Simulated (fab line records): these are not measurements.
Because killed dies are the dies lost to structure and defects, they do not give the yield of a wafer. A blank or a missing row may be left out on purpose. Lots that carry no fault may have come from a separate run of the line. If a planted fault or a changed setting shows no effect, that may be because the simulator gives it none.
Chamber matching	flow nand_harc	rie_diel-13 running NHARC_A_CHANNEL_HOLE_D1_ETCH_38: 4 sister chambers
The step etches the open film in CF4, target depth 39 nm, time 65 s. 7 wafers are shown with their chamber, then 7 later ones without.

== WAFERS WITH THEIR CHAMBER ==
wafer	chamber	drypump_motor_current_A (A)	rf_vpp_V (V)
L397.2	0	6.2	152.7
L399.1	1	5.4	152.4
L404.2	2	5.6	150.5
L404.5	3	5.8	148.7
L404.6	2	5.6	151.1
L405.4	3	5.8	149.2
L405.5	0	6.3	152.0

== WAFERS WHOSE CHAMBER IS MISSING ==
wafer	drypump_motor_current_A (A)	rf_vpp_V (V)
L405.6	5.5	151.4
L409.1	5.8	150.1
L409.5	5.8	150.2
L409.6	6.2	151.4
L417.3	5.5	152.2
L417.6	5.5	152.1
L418.6	6.2	152.3

== WHICH CHAMBER EACH WENT THROUGH ==
wafer	from the rows above	in truth
L405.6	can't be placed: 2 or 1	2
L409.1	3	3
L409.5	3	3
L409.6	0	0
L417.3	can't be placed: 1 or 2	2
L417.6	can't be placed: 1 or 2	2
L418.6	0	0
Correctly placed: 4 of 7. From these rows, 3 cannot be placed; in 3 the true chamber is one of the candidates. 0 placed wrongly.
How it was worked out, from the rows above alone: a wafer's distance from a chamber is the root of the sum, over the readings, of the square of ((its reading less the chamber's mean) divided by the reading's scatter). If the next closest chamber is less than 2 further off than the closest, the wafer can't be placed; otherwise it belongs to the closest. Each chamber's mean is taken over the wafers shown for it. The scatter: take each reading less its chamber's mean, square it, sum over the shown wafers, divide by the number of wafers less the number of chambers, and take the root.
